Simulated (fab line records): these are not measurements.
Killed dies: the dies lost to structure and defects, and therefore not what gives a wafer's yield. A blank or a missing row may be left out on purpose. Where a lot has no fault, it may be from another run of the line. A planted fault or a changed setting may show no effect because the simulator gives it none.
Matching of chambers / flow n5-finfet / N5_BEOL_M11_DESCUM_33 on rie-diel-03: 4 sister chambers
The step chemistry O2, time 7.9 s. 4 wafers are shown with their chamber, then 9 later ones without.

## WAFERS PAIRED WITH THEIR CHAMBERS
wafer=L085.2; chamber=3; showerhead-plenum-p-Torr (Torr)=1.99
wafer=L085.4; chamber=2; showerhead-plenum-p-Torr (Torr)=2.24
wafer=L085.5; chamber=1; showerhead-plenum-p-Torr (Torr)=2.14
wafer=L085.6; chamber=0; showerhead-plenum-p-Torr (Torr)=2.19

## WAFERS MISSING THEIR CHAMBER
wafer=L088.3; showerhead-plenum-p-Torr (Torr)=2.13
wafer=L088.5; showerhead-plenum-p-Torr (Torr)=2.19
wafer=L088.6; showerhead-plenum-p-Torr (Torr)=2.13
wafer=L091.1; showerhead-plenum-p-Torr (Torr)=2.13
wafer=L091.2; showerhead-plenum-p-Torr (Torr)=2.18
wafer=L091.6; showerhead-plenum-p-Torr (Torr)=2.18
wafer=L095.1; showerhead-plenum-p-Torr (Torr)=2.13
wafer=L095.3; showerhead-plenum-p-Torr (Torr)=1.98
wafer=L095.6; showerhead-plenum-p-Torr (Torr)=2.13

## WHICH CHAMBER EACH ONE RAN IN
wafer=L088.3; from the rows above=1; in truth=1
wafer=L088.5; from the rows above=0; in truth=0
wafer=L088.6; from the rows above=1; in truth=1
wafer=L091.1; from the rows above=1; in truth=1
wafer=L091.2; from the rows above=0; in truth=0
wafer=L091.6; from the rows above=0; in truth=0
wafer=L095.1; from the rows above=1; in truth=1
wafer=L095.3; from the rows above=3; in truth=3
wafer=L095.6; from the rows above=1; in truth=1
9 of 9 placed correctly. Can't be placed from these rows: 0. Placed wrongly: 0.
How it was worked out, from the rows above alone: a wafer's distance from a chamber is the root of the sum, over the readings, of the square of ((its reading less the chamber's mean) divided by the reading's scatter). The wafer belongs to the nearest chamber; if the next one is less than 2 further off, it can't be placed. A chamber's mean is the mean of its shown wafers. The scatter: with one shown wafer a chamber, the root of the mean of the squares of how far each hidden wafer lies from its nearest shown one.
